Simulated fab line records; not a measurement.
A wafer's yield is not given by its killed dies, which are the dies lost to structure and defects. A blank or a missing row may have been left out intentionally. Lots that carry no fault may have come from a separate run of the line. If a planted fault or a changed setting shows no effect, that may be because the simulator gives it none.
Chamber matching :: flow n5Finfet :: N5_BEOL_M11_ILD_DEP_00 on pecvd-03 has 3 sister chambers
The step deposits SiCOH lowk from DEMS/porogen, target thk 308.51 nm, time 58 s. 3 wafers are shown with their chamber, then 10 later ones without.

== WAFERS, EACH WITH ITS CHAMBER ==
wafer: L087.6
chamber: 1
throttleValvePct (%): 13.4

wafer: L090.3
chamber: 0
throttleValvePct (%): 13.5

wafer: L090.4
chamber: 2
throttleValvePct (%): 12.8

== WAFERS WITHOUT THEIR CHAMBER ==
wafer: L090.6
throttleValvePct (%): 13.7

wafer: L093.1
throttleValvePct (%): 12.9

wafer: L093.3
throttleValvePct (%): 13.6

wafer: L093.4
throttleValvePct (%): 13.5

wafer: L095.2
throttleValvePct (%): 13.5

wafer: L095.3
throttleValvePct (%): 12.9

wafer: L095.5
throttleValvePct (%): 13.0

wafer: L094.1
throttleValvePct (%): 13.6

wafer: L094.5
throttleValvePct (%): 13.0

wafer: L094.6
throttleValvePct (%): 13.6

== EACH ONE'S CHAMBER ==
wafer: L090.6
from the rows above: can't be placed: 0 or 1
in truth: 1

wafer: L093.1
from the rows above: 2
in truth: 2

wafer: L093.3
from the rows above: can't be placed: 0 or 1
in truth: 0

wafer: L093.4
from the rows above: can't be placed: 0 or 1
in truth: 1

wafer: L095.2
from the rows above: can't be placed: 0 or 1
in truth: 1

wafer: L095.3
from the rows above: 2
in truth: 2

wafer: L095.5
from the rows above: can't be placed: 2 or 1
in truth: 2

wafer: L094.1
from the rows above: can't be placed: 0 or 1
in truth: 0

wafer: L094.5
from the rows above: can't be placed: 2 or 1
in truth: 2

wafer: L094.6
from the rows above: can't be placed: 0 or 1
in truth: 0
2 of 10 placed correctly. Not placeable from these rows: 8 (in 8, the candidates include the true chamber). Number placed wrongly: 0.
How it was worked out, from the rows above alone: a wafer's distance from a chamber is the root of the sum, over the readings, of the square of ((its reading less the chamber's mean) divided by the reading's scatter). If the next closest chamber is less than 2 further off than the closest, the wafer can't be placed; otherwise it belongs to the closest. Each chamber's mean is taken over the wafers shown for it. The scatter: with one shown wafer a chamber, the root of the mean of the squares of how far each hidden wafer lies from its nearest shown one.
